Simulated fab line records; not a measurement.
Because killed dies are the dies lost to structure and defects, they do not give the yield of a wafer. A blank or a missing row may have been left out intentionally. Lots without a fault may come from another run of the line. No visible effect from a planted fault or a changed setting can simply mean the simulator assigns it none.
Matching of chambers || flow n5 finfet || pecvd-03 running N5_FIN_SAQP_HM_DEP_03: 3 sister chambers
The step deposits SiNx from SiH4/NH3/N2, target thk 38 nm, time 33.6 s. 6 wafers are shown with their chamber, then 8 later ones without.

WAFERS PAIRED WITH THEIR CHAMBERS
{"wafer": "L084.5", "chamber": 0, "showerhead plenum p Torr (Torr)": 5.24, "throttle valve pct (%)": 40.0}
{"wafer": "L088.3", "chamber": 0, "showerhead plenum p Torr (Torr)": 5.24, "throttle valve pct (%)": 39.8}
{"wafer": "L089.1", "chamber": 2, "showerhead plenum p Torr (Torr)": 5.22, "throttle valve pct (%)": 37.9}
{"wafer": "L091.4", "chamber": 2, "showerhead plenum p Torr (Torr)": 5.21, "throttle valve pct (%)": 37.7}
{"wafer": "L091.6", "chamber": 1, "showerhead plenum p Torr (Torr)": 5.10, "throttle valve pct (%)": 38.7}
{"wafer": "L092.2", "chamber": 1, "showerhead plenum p Torr (Torr)": 5.12, "throttle valve pct (%)": 39.3}

WAFERS MISSING THEIR CHAMBER
{"wafer": "L092.4", "showerhead plenum p Torr (Torr)": 5.21, "throttle valve pct (%)": 37.8}
{"wafer": "L092.6", "showerhead plenum p Torr (Torr)": 5.25, "throttle valve pct (%)": 40.0}
{"wafer": "L093.1", "showerhead plenum p Torr (Torr)": 5.24, "throttle valve pct (%)": 40.1}
{"wafer": "L093.4", "showerhead plenum p Torr (Torr)": 5.10, "throttle valve pct (%)": 39.1}
{"wafer": "L093.6", "showerhead plenum p Torr (Torr)": 5.23, "throttle valve pct (%)": 40.1}
{"wafer": "L096.2", "showerhead plenum p Torr (Torr)": 5.24, "throttle valve pct (%)": 40.2}
{"wafer": "L096.3", "showerhead plenum p Torr (Torr)": 5.26, "throttle valve pct (%)": 40.2}
{"wafer": "L096.5", "showerhead plenum p Torr (Torr)": 5.24, "throttle valve pct (%)": 40.2}

CHAMBER TAKEN BY EACH
{"wafer": "L092.4", "from the rows above": 2, "in truth": 2}
{"wafer": "L092.6", "from the rows above": 0, "in truth": 0}
{"wafer": "L093.1", "from the rows above": 0, "in truth": 0}
{"wafer": "L093.4", "from the rows above": 1, "in truth": 1}
{"wafer": "L093.6", "from the rows above": 0, "in truth": 0}
{"wafer": "L096.2", "from the rows above": 0, "in truth": 0}
{"wafer": "L096.3", "from the rows above": 0, "in truth": 0}
{"wafer": "L096.5", "from the rows above": 0, "in truth": 0}
Correctly placed: 8 of 8. From these rows, 0 cannot be placed. Wrongly placed: 0.
How it was worked out, from the rows above alone: a wafer's distance from a chamber is the root of the sum, over the readings, of the square of ((its reading less the chamber's mean) divided by the reading's scatter). If the next closest chamber is less than 2 further off than the closest, the wafer can't be placed; otherwise it belongs to the closest. The mean given for a chamber averages the wafers shown for that chamber. How the scatter is found: for the shown wafers, subtract from each reading the mean of its chamber, square and add these, divide the total by (wafers less chambers), then take the root.
